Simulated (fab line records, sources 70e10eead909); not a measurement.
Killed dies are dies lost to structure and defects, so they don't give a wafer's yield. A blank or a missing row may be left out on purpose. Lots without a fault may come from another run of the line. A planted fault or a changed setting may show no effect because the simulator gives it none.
A struck lot beside a sound one | flow nand_harc | 16 steps out of a route of 1159
Sound: wafers L807.3, L807.4, L807.5. Struck: wafer L818.6. (L818.1, L818.3 of the same lot were not struck and are left out.) The cause comes at the end.
At each step with rows: each side's tool, then ch and its chambers, then its first start. Under that, the readings that differ: sound wafers | struck wafers | difference of the means | sigmas: that difference in standard deviations of wafers without a fault.
alike: readings whose means differ by less than 2 such deviations, and words and numbers that are the same on both sides. not compared: withheld readings, readings that some wafer has no value for, bounds like >300 that may hide the same value, and numbers for which the record gives no deviation and whose values overlap.
The two part at a step that has a row with sigmas, a row that says differs or no value, or rows on one side only. Numbers that don't overlap but have no deviation are shown without sigmas and don't part them. A reading that every wafer of one side lacks parts them only if that side has two wafers or more.

first, 1 step without rows for these wafers: NHARC_A_M1_PRE_CLEAN_30 (time 30 s).
NHARC_A_M1_PVD_20: deposits TaN, target thk 5 nm, time 8.06 s.
  sound on pvd_sputter-01; struck on pvd_sputter-03
  alike: throttle_valve_pct
NHARC_A_M1_PVD_21: deposits Cu, target thk 30 nm, time 20.49 s.
  sound on pvd_sputter-01; struck on pvd_sputter-03
  alike: throttle_valve_pct
then, 1 step without rows for these wafers: NHARC_A_M1_ECD_22 (material Cu, target thk 400 nm).
NHARC_A_M1_ANNEAL_31: time 90 s.
  sound on rtp_anneal-01 ch 0, day 18 09:55; struck on rtp_anneal-02 ch 0, day 21 06:44
  alike: wafer_temp_C_max
NHARC_A_M1_CMP_23: polishes, t overpolish 20 s, target thk 154.34 nm.
  sound on cmp-02 ch 1,2,3, day 18 10:11; struck on cmp-03 ch 2, day 21 07:07
  alike: motor_current_A, time_to_endpoint_s
NHARC_A_M1_THK_MEAS_24: measures by xrf.
  sound on film_metro-01, day 18 10:28; struck on film_metro-01, day 21 07:24
  alike: thk_nm
then, 1 step without rows for these wafers: NHARC_A_M1_SRD_25.
NHARC_A_M1_INSPECT_27:
  sound on defect_inspect-02, day 18 10:38; struck on defect_inspect-01, day 21 07:34
  alike: raw_defect_count
then, 2 steps without rows for these wafers: NHARC_A_M1_PRE_CLEAN_32 (time 12 s); NHARC_A_M1_DEP_33 (deposits SiCN, target thk 30 nm).
NHARC_A_BONDPAD_DEP_00: deposits SiCN, target thk 250 nm.
  sound on pecvd-02 ch 0,2, day 18 11:24; struck on pecvd-03 ch 2, day 21 08:29
  alike: heater_power_w
NHARC_A_BONDPAD_CMP_29: polishes SiCN, target thk 200 nm.
  sound on cmp-01 ch 0,3, day 18 11:50; struck on cmp-04 ch 3, day 21 08:58
  alike: motor_current_A
NHARC_A_BONDPAD_THK_MEAS_30: measures by ellipsometry.
  sound on film_metro-02, day 18 12:04; struck on film_metro-02, day 21 09:13
  reading     | sound             | struck | difference | sigmas
  thk_nm (nm) | 202.1 201.2 198.5 | 186.3  | -14.3      | -11
then, 1 step without rows for these wafers: NHARC_A_BONDPAD_SRD_31.
NHARC_END_SORT_01:
  sound on prober-01 ch 0, day 20 00:05; struck on prober-01 ch 0, day 23 01:04
  alike: defect_limited_yield, killed_at_array, killed_at_other, killed_at_periphery, killed_dies, killed_open, killed_short, sort_bin_2_pct, sort_bin_3_pct, sort_bin_4_pct, sort_n_pass, sort_rim_yield_pct, sort_yield_pct

WHERE THEY PART
Only at NHARC_A_BONDPAD_THK_MEAS_30, within this record. Later steps at which nothing parts them and some readings are alike: NHARC_END_SORT_01.

WHY: what the simulator had put in
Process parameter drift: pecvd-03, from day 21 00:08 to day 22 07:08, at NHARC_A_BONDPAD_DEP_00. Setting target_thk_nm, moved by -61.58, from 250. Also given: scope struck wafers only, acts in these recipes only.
